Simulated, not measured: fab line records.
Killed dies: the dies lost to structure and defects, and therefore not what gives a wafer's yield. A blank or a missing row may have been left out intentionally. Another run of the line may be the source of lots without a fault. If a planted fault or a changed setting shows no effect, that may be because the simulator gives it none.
Matching of chambers || flow n5_finfet || N5_FIN_SAQP_STRIP_70 on rie_diel-04: 4 sister chambers
The step strips in N2/H2. 4 wafers are shown with their chamber, then 11 later ones without.

== EACH WAFER AND ITS CHAMBER ==
{"wafer": "L089.4", "chamber": 0, "throttle_valve_pct (%)": 18.64}
{"wafer": "L090.2", "chamber": 1, "throttle_valve_pct (%)": 19.07}
{"wafer": "L090.4", "chamber": 3, "throttle_valve_pct (%)": 18.77}
{"wafer": "L091.1", "chamber": 2, "throttle_valve_pct (%)": 18.98}

== WAFERS WITHOUT THEIR CHAMBER ==
{"wafer": "L091.3", "throttle_valve_pct (%)": 18.77}
{"wafer": "L091.6", "throttle_valve_pct (%)": 18.64}
{"wafer": "L094.1", "throttle_valve_pct (%)": 19.08}
{"wafer": "L094.2", "throttle_valve_pct (%)": 19.00}
{"wafer": "L094.3", "throttle_valve_pct (%)": 18.65}
{"wafer": "L095.2", "throttle_valve_pct (%)": 18.99}
{"wafer": "L095.3", "throttle_valve_pct (%)": 19.07}
{"wafer": "L095.6", "throttle_valve_pct (%)": 19.07}
{"wafer": "L097.1", "throttle_valve_pct (%)": 19.10}
{"wafer": "L097.3", "throttle_valve_pct (%)": 18.67}
{"wafer": "L097.6", "throttle_valve_pct (%)": 19.08}

== EACH ONE'S CHAMBER ==
{"wafer": "L091.3", "from the rows above": 3, "in truth": 3}
{"wafer": "L091.6", "from the rows above": 0, "in truth": 0}
{"wafer": "L094.1", "from the rows above": 1, "in truth": 1}
{"wafer": "L094.2", "from the rows above": 2, "in truth": 2}
{"wafer": "L094.3", "from the rows above": 0, "in truth": 0}
{"wafer": "L095.2", "from the rows above": 2, "in truth": 2}
{"wafer": "L095.3", "from the rows above": 1, "in truth": 1}
{"wafer": "L095.6", "from the rows above": 1, "in truth": 1}
{"wafer": "L097.1", "from the rows above": 1, "in truth": 1}
{"wafer": "L097.3", "from the rows above": 0, "in truth": 0}
{"wafer": "L097.6", "from the rows above": 1, "in truth": 1}
Placed correctly: 11 of 11. Can't be placed from these rows: 0. Number placed wrongly: 0.
How it was worked out, from the rows above alone: a wafer's distance from a chamber is the root of the sum, over the readings, of the square of ((its reading less the chamber's mean) divided by the reading's scatter). The wafer belongs to the nearest chamber; if the next one is less than 2 further off, it can't be placed. Each chamber's mean is taken over the wafers shown for it. The scatter (one wafer shown for each chamber): square how far every hidden wafer sits from the nearest shown wafer, average those squares and take the square root.
